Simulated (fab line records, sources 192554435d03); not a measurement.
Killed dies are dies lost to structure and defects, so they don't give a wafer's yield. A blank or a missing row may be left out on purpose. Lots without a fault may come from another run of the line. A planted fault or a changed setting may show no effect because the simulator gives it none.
Chamber matching | flow n5_finfet | N5_GATE_CUT_CMP_23 on cmp-02: 4 sister chambers
The step polishes, stops on SiO2, t overpolish 23.4 s, target thk 16 nm. 14 wafers are shown with their chamber, then 7 later ones without.

WAFERS WITH THEIR CHAMBER
wafer  | chamber | motor_current_A (A) | platen_rpm (rpm) | overpolish_run_s (s)
L074.1 | 3       | 9.8                 | 51.81            | 23.405
L074.2 | 1       | 9.5                 | 51.84            | 23.412
L074.3 | 2       | 8.1                 | 51.77            | 23.402
L075.1 | 3       | 9.8                 | 51.81            | 23.391
L075.2 | 1       | 9.3                 | 51.82            | 23.405
L075.4 | 2       | 8.4                 | 51.77            | 23.407
L076.1 | 1       | 9.7                 | 51.78            | 23.413
L076.2 | 3       | 9.9                 | 51.77            | 23.404
L076.4 | 0       | 8.6                 | 51.78            | 23.411
L085.3 | 0       | 9.2                 | 51.76            | 23.386
L085.4 | 2       | 8.6                 | 51.79            | 23.400
L085.5 | 1       | 10.0                | 51.79            | 23.386
L090.1 | 0       | 8.7                 | 51.83            | 23.394
L090.3 | 1       | 9.9                 | 51.79            | 23.401

SIGNATURES (means of the wafers above)
reading          | chamber 0 | chamber 1 | chamber 2 | chamber 3 | scatter within a chamber
motor_current_A  | 8.833     | 9.680     | 8.367     | 9.833     | 0.258
platen_rpm       | 51.7900   | 51.8040   | 51.7767   | 51.7967   | 0.0254
overpolish_run_s | 23.39700  | 23.40340  | 23.40300  | 23.40000  | 0.00975
Rule: a wafer's distance from a chamber is the root of the sum, over the readings, of the square of ((its reading less the chamber's mean) divided by the reading's scatter). The wafer belongs to the nearest chamber; if the next one is less than 2 further off, it can't be placed. The scatter: the root of (the sum of the squares of (reading less its chamber's mean) over the shown wafers, divided by (wafers less chambers)).

WAFERS WITHOUT THEIR CHAMBER
wafer  | motor_current_A (A) | platen_rpm (rpm) | overpolish_run_s (s)
L090.5 | 9.2                 | 51.83            | 23.403
L092.1 | 9.0                 | 51.84            | 23.397
L092.2 | 9.8                 | 51.81            | 23.402
L092.3 | 9.5                 | 51.83            | 23.400
L095.1 | 8.5                 | 51.80            | 23.398
L095.4 | 9.0                 | 51.78            | 23.407
L095.6 | 9.1                 | 51.77            | 23.398

WHICH CHAMBER EACH WENT THROUGH
wafer  | from the rows above               | in truth
L090.5 | can't be placed: 1 or 0 or 3 or 2 | 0
L092.1 | can't be placed: 0 or 1 or 2 or 3 | 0
L092.2 | can't be placed: 1 or 3           | 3
L092.3 | can't be placed: 1 or 3 or 0      | 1
L095.1 | can't be placed: 2 or 0           | 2
L095.4 | can't be placed: 0 or 2 or 1      | 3
L095.6 | can't be placed: 0 or 1 or 2 or 3 | 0
Placed correctly: 0 of 7. Can't be placed from these rows: 7 (the true chamber is among the candidates in 6). Placed wrongly: 0.
